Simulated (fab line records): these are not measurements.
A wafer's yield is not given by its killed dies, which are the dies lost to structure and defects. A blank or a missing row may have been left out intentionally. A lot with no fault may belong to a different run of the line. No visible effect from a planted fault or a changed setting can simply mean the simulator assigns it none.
Struck lot and sound lot, side by side :: flow nandHarc :: 29 steps out of a route of 1302
Sound: these wafers, L816.2, L816.4, L816.5. Wafers L822.2, L822.5, L822.6 were the ones struck. The cause comes at the end.
Order at every step that has rows: each side's tool, ch and its chambers, its first start. Under that, the readings that differ: sound wafers :: struck wafers :: difference of the means :: sigmas: that difference in standard deviations of wafers without a fault.
alike: same words and numbers on both sides, and readings whose means sit less than 2 such deviations apart. not compared: any withheld reading, any reading some wafer has no value for, any bound like >300 that may hide the same value, and any number with overlapping values for which the record gives no deviation.
A row with sigmas, a row that says differs or no value, or rows on one side alone: a step with any of these is where the two part. Numbers that have no deviation but don't overlap get no sigmas and don't part them. A reading missing from all wafers of one side parts the sides only when that side holds two or more wafers.

first, 12 steps without rows for these wafers: NHARC_P_STI_ETCH_26 (etches SiO2 in dHF, target depth 11 nm); NHARC_P_STI_PRECLEAN_27 (cleans in SC1); NHARC_P_STI_SRD_28; NHARC_P_STI_OXIDE_29 (material SiO2, target thk 10 nm, ox time 1362 s); NHARC_P_STI_HM_DEP_30 (deposits Si3N4, target thk 80 nm, time 873 s); NHARC_P_STI_DEHYDRATE_01 (time 120 s); NHARC_P_STI_HMDS_02 (time 30 s); NHARC_P_STI_COAT_41 (time 65 s); NHARC_P_STI_COAT_03 (resist thk 600 nm); NHARC_P_STI_SOFTBAKE_04 (time 70 s); NHARC_P_STI_EBR_05; NHARC_P_STI_EXPOSE_06 (exposes mask P STI, target cd 200 nm).
NHARC_P_STI_PEB_07: peb time 80 s.
  sound on lithoTrack-03 ch 0, day 7 03:56; struck on lithoTrack-03 ch 0, day 9 11:02
reading: heaterPowerTotalW (W)
sound: 190.3 190.2 190.7
struck: 486.9 493.1 489.8
difference: +299.5
sigmas: +99 or more
  alike: exhaustPa
then, 1 step without rows for these wafers: NHARC_P_STI_DEVELOP_08 (time 50 s).
NHARC_P_STI_CD_MEAS_09: the cd target is 200 nm.
  sound on cdSem-02 ch 0, day 7 04:01; struck on cdSem-03 ch 0, day 9 11:08
reading: cdNm (nm)
sound: 202.9 201.6 204.2
struck: 74.3 71.8 71.1
difference: -130.5
sigmas: -77
NHARC_P_STI_OVL_MEAS_10:
  sound on overlay-01 at day 7 04:06; struck on overlay-02 at day 9 11:13
  alike: overlayXNm, overlayYNm
NHARC_P_STI_INSPECT_11:
  sound on defectInspect-01 at day 7 04:08; struck on defectInspect-02 at day 9 11:15
  alike: rawDefectCount
then, 1 step without rows for these wafers: NHARC_P_STI_HARDBAKE_13 (time 65 s).
NHARC_P_STI_DESCUM_14: chemistry O2, time 3 s.
  sound on rieDiel-08 ch 2,3, day 7 04:16; struck on rieDiel-08 ch 1,2, day 9 11:23
reading: model.P_STI.cdNm (nm)
sound: 202.1 200.9 203.5
struck: 74.28 71.21 70.9
difference: -130.04
sigmas: 
  alike: drypumpMotorCurrentA, oesProductAu, rfVppV, showerheadPlenumPTorr, throttleValvePct
  not compared: rfHoursCounterH
NHARC_P_STI_ETCH_42: etches the open film in N2/H2, target depth 80 nm, overetch 24 nm, time 61 s.
  sound on rieDiel-08 ch 0,2,3, day 7 04:22; struck on rieDiel-08 ch 2,3, day 9 11:28
  alike: drypumpMotorCurrentA, oesProductAu, rfVppV, showerheadPlenumPTorr, throttleValvePct
  not compared: rfHoursCounterH
NHARC_P_STI_ETCH_31: etches the open film in CF4/CHF3, target depth 108.9 nm, time 54.5 s.
  sound on rieDiel-08 ch 0,3; struck on rieDiel-08 ch 0,3
  alike: cf4FlowSccm, drypumpMotorCurrentA, oesProductAu, rfVppV, showerheadPlenumPTorr, throttleValvePct
  not compared: rfHoursCounterH
NHARC_P_STI_ETCH_15: etches the open film in HBr/Cl2, target depth 300 nm, time 100.1 s.
  sound on rieSi-02 ch 0,1,3, day 7 04:34; struck on rieSi-01 ch 0,1,3, day 9 11:41
reading: model.P_STI.cdNm (nm)
sound: 201.7 200.2 203
struck: 73.95 71.24 69.58
difference: -130.04
sigmas: 
  alike: drypumpMotorCurrentA, oesProductAu, throttleValvePct
  not compared: rfHoursCounterH
NHARC_P_STI_CD_MEAS_16:
  sound on cdSem-02 at day 7 04:43; struck on cdSem-03 at day 9 11:49
reading: cdNm (nm)
sound: 201.9 200.2 203.3
struck: 74.2 71.2 69.6
difference: -130.1
sigmas: -72
NHARC_P_STI_OCD_MEAS_17:
  sound on ocd-01 at day 7 04:48; struck on ocd-02 at day 9 11:55
reading: trenchFootCdNm (nm)
sound: 162.4 159.1 161.6
struck: 32.7 30.4 29.8
difference: -130.1
sigmas: -68
then, 3 steps without rows for these wafers: NHARC_P_STI_STRIP_19 (strips in SPM, time 900 s); NHARC_P_STI_PRECLEAN_32 (cleans in SC1); NHARC_P_STI_SRD_23.
NHARC_P_STI_OCD_MEAS_43:
  sound on ocd-02 at day 7 05:19; struck on ocd-01 at day 9 12:25
reading: trenchFootCdNm (nm)
sound: 161.9 159.9 161.9
struck: 33.0 30.6 29.2
difference: -130.3
sigmas: -72
then, 1 step without rows for these wafers: NHARC_P_STI_OXIDE_33 (material SiO2, target thk 10 nm, ox time 281 s).

WHERE THEY PART
Earliest at NHARC_P_STI_PEB_07; latest, in this record, at NHARC_P_STI_OCD_MEAS_43.

WHY: what had been put in by the simulator
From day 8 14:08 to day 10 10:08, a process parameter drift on lithoTrack-03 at NHARC_P_STI_PEB_07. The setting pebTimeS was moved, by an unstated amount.
